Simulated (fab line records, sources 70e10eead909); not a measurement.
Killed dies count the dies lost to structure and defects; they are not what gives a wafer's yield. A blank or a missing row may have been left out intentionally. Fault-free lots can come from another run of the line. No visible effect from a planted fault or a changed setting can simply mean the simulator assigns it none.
A struck lot beside a sound one :: flow nand-harc :: 41 steps out of a route of 1159
Sound: wafers L812.2, L812.3, L812.4. Struck: wafers L816.1, L816.4, L816.6. Last of all comes the cause.
Order at every step that has rows: each side's tool, ch and its chambers, its first start. Under that, the readings that differ: sound wafers :: struck wafers :: difference of the means :: sigmas: that difference in standard deviations of wafers without a fault.
alike: readings whose means differ by less than 2 such deviations, and words and numbers that are the same on both sides. not compared: withheld readings, readings that some wafer has no value for, bounds like >300 that may hide the same value, and numbers for which the record gives no deviation and whose values overlap.
A row with sigmas, a row that says differs or no value, or rows on one side alone: a step with any of these is where the two part. When numbers do not overlap yet have no deviation, they are printed without sigmas and do not part them. Lack of a reading on every wafer of one side parts them only where that side has two or more wafers.

first, 8 steps without rows for these wafers: NHARC_P_GATE_STRIP_95 (strips in O2); NHARC_P_GATE_STRIP_96 (strips in SPM, time 900 s); NHARC_P_GATE_RTA_64 (time 1 s); NHARC_P_GATE_ETCH_77 (etches SiO2 in dHF, target depth 6 nm); NHARC_P_GATE_DEGAS_109 (time 60 s); NHARC_P_GATE_PRE_CLEAN_110 (time 30 s); NHARC_P_GATE_SPUTTER_78 (material Ni, target thk 10 nm); NHARC_P_GATE_SPUTTER_79 (material TiN, target thk 10 nm).
NHARC_P_GATE_RTA_80: time 30 s.
  sound on rtp-anneal-01 ch 0, day 7 07:33; struck on rtp-anneal-01 ch 0, day 8 20:47
  alike: wafer_temp_C_max
then, 2 steps without rows for these wafers: NHARC_P_GATE_STRIP_67 (strips in SPM, time 600 s); NHARC_P_GATE_RTA_82 (time 30 s).
NHARC_P_GATE_INSPECT_68:
  struck on defect-inspect-02, day 8 21:27; sound on defect-inspect-02, day 7 08:10
  alike: raw-defect-count
NHARC_P_CONTACT_DEP_30: deposits SiNx, target thk 30 nm.
  sound on pecvd-03 ch 0,1,2, day 7 08:14; struck on pecvd-03 ch 0,2, day 8 21:31
  alike: heater-power-w
then, 13 steps without rows for these wafers: NHARC_P_CONTACT_DEP_00 (deposits SiO2, target thk 500 nm); NHARC_P_CONTACT_CMP_01 (polishes SiO2, target thk 200 nm); NHARC_P_CONTACT_SRD_03; NHARC_P_CONTACT_DEHYDRATE_04 (time 120 s); NHARC_P_CONTACT_HMDS_05 (time 30 s); NHARC_P_CONTACT_COAT_33 (time 75 s); NHARC_P_CONTACT_COAT_34 (time 65 s); NHARC_P_CONTACT_COAT_06 (resist thk 90 nm); NHARC_P_CONTACT_SOFTBAKE_07 (time 55 s); NHARC_P_CONTACT_EBR_08; NHARC_P_CONTACT_EXPOSE_09 (exposes mask P CA, target cd 90 nm); NHARC_P_CONTACT_PEB_10 (peb time 65 s); NHARC_P_CONTACT_DEVELOP_11 (develop time 35 s).
NHARC_P_CONTACT_CD_MEAS_12: target cd 90 nm.
  sound on cd-sem-02 ch 0, day 7 09:47; struck on cd-sem-02 ch 0, day 8 23:04
  alike: cd-nm
NHARC_P_CONTACT_OVL_MEAS_13:
  struck on overlay-01, day 8 23:09; sound on overlay-01, day 7 09:53
reading: overlay-y-nm (nm)
sound: -1.9 -1.2 -1.7
struck: 1.2 1.3 1.6
difference: +3.0
sigmas: +3
  alike: overlay-x-nm
then, 2 steps without rows for these wafers: NHARC_P_CONTACT_DESCUM_17 (chemistry O2, time 3 s); NHARC_P_CONTACT_ETCH_35 (etches the open film in CF4, target depth 39 nm, time 65 s).
NHARC_P_CONTACT_ETCH_36: etches the open film in N2/H2, target depth 260 nm, time 406.25 s.
  sound on rie-diel-13 ch 2,3, day 7 10:16; struck on rie-diel-02 ch 0,1,3
  alike: drypump-motor-current-A, oes-product-au, rf-vpp-V, showerhead-plenum-p-Torr, throttle-valve-pct
  not compared: rf-hours-counter-h
NHARC_P_CONTACT_ETCH_18: etches the open film in C4F8/O2/Ar, target depth 481 nm, time 240.5 s.
  sound on rie-diel-13 ch 2,3; struck on rie-diel-02 ch 0,2,3
  alike: oes-product-au, rf-vpp-V
  not compared: rf-hours-counter-h
then, 2 steps without rows for these wafers: NHARC_P_CONTACT_STRIP_37 (strips in C4F8/O2/Ar); NHARC_P_CONTACT_ETCH_31 (etches the open film in CH3F/O2, target depth 30 nm, time 85.7 s).
NHARC_P_CONTACT_CD_MEAS_19:
  struck on cd-sem-03, day 9 00:07; sound on cd-sem-02, day 7 11:18
  alike: cd-nm
NHARC_P_CONTACT_STRIP_28: strips in O2.
  sound on rie-diel-13 ch 2,3, day 7 11:24; struck on rie-diel-02 ch 1,2, day 9 00:11
  alike: drypump-motor-current-A, oes-product-au, rf-vpp-V, showerhead-plenum-p-Torr, throttle-valve-pct
  not compared: rf-hours-counter-h
then, 3 steps without rows for these wafers: NHARC_P_CONTACT_STRIP_29 (strips in post etch residue remover, time 1200 s); NHARC_P_CONTACT_DEGAS_38 (time 60 s); NHARC_P_CONTACT_PRE_CLEAN_39 (time 19.5 s).
NHARC_P_CONTACT_PVD_32: deposits Ti, target thk 5 nm, time 17.7 s.
  sound on pvd-sputter-02; struck on pvd-sputter-03
  alike: throttle-valve-pct
-- break in the record here, with 14 days between the starts of the struck wafers on either side (left off in module P_CONTACT, picked up again in module END, where the first step shown is number 1159 on the route) --
NHARC_END_SORT_01:
  here the record holds rows for the struck wafers (prober-01 ch 0, day 22 14:13) but none for the sound ones

## WHERE THEY PART
First at NHARC_P_CONTACT_OVL_MEAS_13; last, within this record, at NHARC_END_SORT_01.

WHY: whatever the simulator had introduced
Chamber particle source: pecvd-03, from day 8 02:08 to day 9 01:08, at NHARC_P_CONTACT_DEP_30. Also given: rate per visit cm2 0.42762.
